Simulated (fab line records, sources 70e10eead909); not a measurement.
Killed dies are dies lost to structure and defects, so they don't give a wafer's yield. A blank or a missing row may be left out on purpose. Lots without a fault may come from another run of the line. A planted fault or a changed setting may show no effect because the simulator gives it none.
Which tool did it? | flow nand_harc | 13 lots, 39 wafers sampled, at 5 steps of a route of 1302

WHAT THE GAUGES READ, wafer by wafer
NHARC_P_M0_CD_MEAS_09: target cd 90 nm. Usual: cd_nm 90.3 nm, standard deviation 0.5.
lot  | measured     | on        | cd_nm (nm)     | flag
L865 | day 6 00:49  | cd_sem-03 | 90.6 89.9 90.7 |
L867 | day 7 00:08  | cd_sem-02 | 90.0 90.6 90.3 |
L868 | day 7 03:59  | cd_sem-02 | 89.5 89.8 90.1 |
L869 | day 7 17:58  | cd_sem-03 | 90.4 90.7 90.9 |
L872 | day 9 00:35  | cd_sem-01 | 90.6 90.1 90.5 |
L873 | day 9 14:35  | cd_sem-02 | 90.2 89.4 89.7 |
L879 | day 12 04:33 | cd_sem-03 | 91.0 90.3 91.2 |
L881 | day 12 20:11 | cd_sem-02 | 90.4 89.9 89.6 |
L882 | day 13 04:31 | cd_sem-03 | 90.0 89.7 90.0 |
L884 | day 14 00:10 | cd_sem-01 | 91.0 90.7 90.2 |
L886 | day 14 19:33 | cd_sem-02 | 90.2 89.3 89.3 |
L887 | day 15 08:17 | cd_sem-01 | 90.5 90.5 89.9 |
L888 | day 15 21:38 | cd_sem-01 | 90.1 91.0 90.0 |

NHARC_END_SORT_01. Usual: defect_limited_yield 90.7 %, standard deviation 2.6; killed_at_array 59, standard deviation 17; killed_at_other 0.7, standard deviation 0.9; killed_at_periphery 3.6, standard deviation 2.3; killed_dies 63, standard deviation 18; killed_open 3.4, standard deviation 1.9; killed_short 2.6, standard deviation 1.7.
lot  | measured     | on        | defect_limited_yield (%) | killed_at_array | killed_at_other | killed_at_periphery | killed_dies | killed_open | killed_short | flag
L879 | day 31 23:06 | prober-02 | 0 0 0                    | 69 76 91        | 0 0 0           | 608 601 586         | 677 677 677 | 3 2 2       | 0 1 5        | OFF
L882 | day 31 14:05 | prober-02 | 0 0 0                    | 94 74 82        | 0 0 1           | 583 603 594         | 677 677 677 | 4 1 1       | 4 4 3        | OFF

WHICH TOOL RAN EACH LOT (tool, then ch and the chambers of the sampled wafers, then the start)
lot  | NHARC_P_CONTACT_ETCH_36                       | NHARC_P_CONTACT_DEGAS_38     | NHARC_P_M0_DEP_00
L865 | rie_diel-11 ch 0,2,3, day 5 22:25 or earlier  | pvd_sputter-03, day 5 22:25  | pecvd-04 ch 1,2, day 5 23:59
L867 | rie_diel-11 ch 0,1,3, day 6 21:10 or earlier  | pvd_sputter-03, day 6 21:10  | pecvd-04 ch 0,2, day 6 23:14
L868 | rie_diel-11 ch 1,2,3, day 7 01:35 or earlier  | pvd_sputter-01, day 7 01:35  | pecvd-03 ch 0,1, day 7 03:11
L869 | rie_diel-07 ch 1,2,3, day 7 15:35 or earlier  | pvd_sputter-03, day 7 15:35  | pecvd-04 ch 0,2, day 7 17:11
L872 | rie_diel-11 ch 0,2, day 8 22:19 or earlier    | pvd_sputter-01, day 8 22:19  | pecvd-04 ch 0,1,2, day 8 23:53
L873 | rie_diel-08 ch 2,3, day 9 12:10 or earlier    | pvd_sputter-02, day 9 12:10  | pecvd-01 ch 0,1,2, day 9 13:53
L879 | rie_diel-07 ch 0,2,3, day 12 01:40 or earlier | pvd_sputter-01, day 12 01:40 | pecvd-04 ch 0,1,2, day 12 03:17
L881 | rie_diel-11 ch 0,1,3, day 12 17:49 or earlier | pvd_sputter-03, day 12 17:49 | pecvd-03 ch 0,1,2, day 12 19:22
L882 | rie_diel-07 ch 1,2,3, day 13 01:39 or earlier | pvd_sputter-01, day 13 01:39 | pecvd-03 ch 0,1,2, day 13 03:16
L884 | rie_diel-07 ch 0,1,2, day 13 21:52 or earlier | pvd_sputter-01, day 13 21:52 | pecvd-03 ch 0,2, day 13 23:28
L886 | rie_diel-11 ch 1,2,3, day 14 17:13 or earlier | pvd_sputter-01, day 14 17:13 | pecvd-04 ch 0,1, day 14 18:50
L887 | rie_diel-11 ch 0,2,3, day 15 05:54 or earlier | pvd_sputter-02, day 15 05:54 | pecvd-01 ch 0,1,2, day 15 07:28
L888 | rie_diel-08 ch 0,1,3, day 15 19:13 or earlier | pvd_sputter-01, day 15 19:13 | pecvd-04 ch 1,2, day 15 20:47
- NHARC_P_CONTACT_ETCH_36: etches the open film in N2/H2, target depth 260 nm, time 406.25 s.
- NHARC_P_CONTACT_DEGAS_38: time 60 s.
- NHARC_P_M0_DEP_00: deposits SiOC, target thk 150 nm.

WHAT THE TOOLS THEMSELVES READ (means of the sampled wafers that have a number; where no wafer has one, the mark that the record gives instead)
NHARC_P_CONTACT_ETCH_36. Usual: drypump_motor_current_A 5.7 A, standard deviation 0.35; oes_product_au 0.999 a.u., standard deviation 0.0075; rf_vpp_V 429.5 V, standard deviation 2.1; showerhead_plenum_p_Torr 2.01 Torr, standard deviation 0.071; throttle_valve_pct 14.171 %, standard deviation 0.0093.
lot  | tool        | drypump_motor_current_A (A) | oes_product_au (a.u.) | rf_vpp_V (V) | showerhead_plenum_p_Torr (Torr) | throttle_valve_pct (%) | flag
L865 | rie_diel-11 | 5.6                         | 0.993                 | 428.1        | 1.96                            | 14.180                 |
L867 | rie_diel-11 | 5.8                         | 0.992                 | 428.1        | 1.97                            | 14.178                 |
L868 | rie_diel-11 | 5.6                         | 0.999                 | 428.5        | 1.96                            | 14.166                 |
L869 | rie_diel-07 | 6.0                         | 0.999                 | 429.4        | 2.01                            | 14.175                 |
L872 | rie_diel-11 | 5.5                         | 0.994                 | 427.1        | 1.92                            | 14.169                 |
L873 | rie_diel-08 | 5.5                         | 0.997                 | 431.6        | 2.09                            | 14.167                 |
L879 | rie_diel-07 | 6.1                         | 0.995                 | 431.3        | 2.05                            | 14.166                 |
L881 | rie_diel-11 | 5.8                         | 0.993                 | 428.6        | 1.97                            | 14.165                 |
L882 | rie_diel-07 | 6.0                         | 1.000                 | 429.8        | 2.01                            | 14.167                 |
L884 | rie_diel-07 | 5.8                         | 0.990                 | 432.8        | 2.08                            | 14.178                 |
L886 | rie_diel-11 | 5.7                         | 0.998                 | 428.6        | 1.96                            | 14.180                 |
L887 | rie_diel-11 | 5.6                         | 1.011                 | 427.8        | 1.96                            | 14.170                 |
L888 | rie_diel-08 | 5.6                         | 0.999                 | 431.0        | 2.04                            | 14.166                 |

NHARC_P_CONTACT_DEGAS_38. Usual: heater_power_w 482 W, standard deviation 45.
lot  | tool           | heater_power_w (W) | flag
L865 | pvd_sputter-03 | 544                |
L867 | pvd_sputter-03 | 498                |
L868 | pvd_sputter-01 | 507                |
L869 | pvd_sputter-03 | 472                |
L872 | pvd_sputter-01 | 474                |
L873 | pvd_sputter-02 | 469                |
L879 | pvd_sputter-01 | 488                |
L881 | pvd_sputter-03 | 455                |
L882 | pvd_sputter-01 | 486                |
L884 | pvd_sputter-01 | 483                |
L886 | pvd_sputter-01 | 489                |
L887 | pvd_sputter-02 | 442                |
L888 | pvd_sputter-01 | 473                |

THE ANSWER, worked out from the rows above alone
Rule: a lot is off if the mean of its wafers that have a number lies more than 3 standard deviations from the usual mean. A lot without any number at a reading at which 4 lots or more have one is off too. The other lots that the step has rows for count as sound. The gauges are gone through in route order, then the tools' own readings, and for those a lot's mean is taken as printed above. The first step at which some lot is off is used, and at that step the reading that is off furthest; a lot without a number counts as furthest.
Off: L879, L882, at NHARC_END_SORT_01 (killed_at_periphery). Neither off nor sound, because the step has no rows for them: L865, L867, L868, L869, L872, L873, L881, L884, L886, L887, L888.
A tool fits if, at a process step before that reading, it ran every lot that is off, and no sound lot after the first of them. The gauges at NHARC_END_SORT_01 are tried like those tools. NHARC_P_CONTACT_ETCH_36 gives no start for some lots, so the hours and the order of its lots are those of NHARC_P_CONTACT_DEGAS_38. Can't be told from this: 3 tools fit, rie_diel-07 at NHARC_P_CONTACT_ETCH_36, pvd_sputter-01 at NHARC_P_CONTACT_DEGAS_38, prober-02 at NHARC_END_SORT_01.

WHAT THE SIMULATOR HAD PUT IN
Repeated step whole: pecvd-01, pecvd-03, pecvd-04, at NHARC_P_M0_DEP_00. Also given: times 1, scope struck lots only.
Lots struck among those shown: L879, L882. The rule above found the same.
